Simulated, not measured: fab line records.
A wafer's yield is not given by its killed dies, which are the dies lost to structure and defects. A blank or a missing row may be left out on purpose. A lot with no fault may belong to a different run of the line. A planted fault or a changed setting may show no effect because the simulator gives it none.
Chamber matching -- flow n5Finfet -- N5_DUMMY_GATE_ETCH_37 on rieDiel-05 has 4 sister chambers
The step etches SOC in N2/H2, target depth 60 nm, overetch 30 nm. 4 wafers are shown with their chamber, then 12 later ones without.

EACH WAFER AND ITS CHAMBER
wafer,chamber,showerheadPlenumPTorr (Torr)
L089.6,0,2.45
L091.2,3,2.64
L091.3,2,2.46
L091.5,1,2.60

WAFERS MISSING THEIR CHAMBER
wafer,showerheadPlenumPTorr (Torr)
L093.3,2.46
L093.5,2.44
L093.6,2.46
L094.2,2.44
L094.3,2.59
L094.6,2.44
L095.2,2.46
L095.5,2.44
L095.6,2.59
L096.4,2.63
L096.5,2.46
L096.6,2.63

THE CHAMBER EACH PASSED THROUGH
wafer,from the rows above,in truth
L093.3,can't be placed: 2 or 0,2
L093.5,can't be placed: 0 or 2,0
L093.6,can't be placed: 2 or 0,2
L094.2,can't be placed: 0 or 2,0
L094.3,1,1
L094.6,can't be placed: 0 or 2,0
L095.2,can't be placed: 2 or 0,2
L095.5,can't be placed: 0 or 2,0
L095.6,1,1
L096.4,3,3
L096.5,can't be placed: 2 or 0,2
L096.6,3,3
Correct placement for 4 of the 12. From these rows, 8 cannot be placed; in 8 the true chamber is one of the candidates. Number placed wrongly: 0.
How it was worked out, from the rows above alone: a wafer's distance from a chamber is the root of the sum, over the readings, of the square of ((its reading less the chamber's mean) divided by the reading's scatter). The wafer belongs to the nearest chamber; if the next one is less than 2 further off, it can't be placed. A chamber's mean is the mean of its shown wafers. The scatter: with one shown wafer a chamber, the root of the mean of the squares of how far each hidden wafer lies from its nearest shown one.
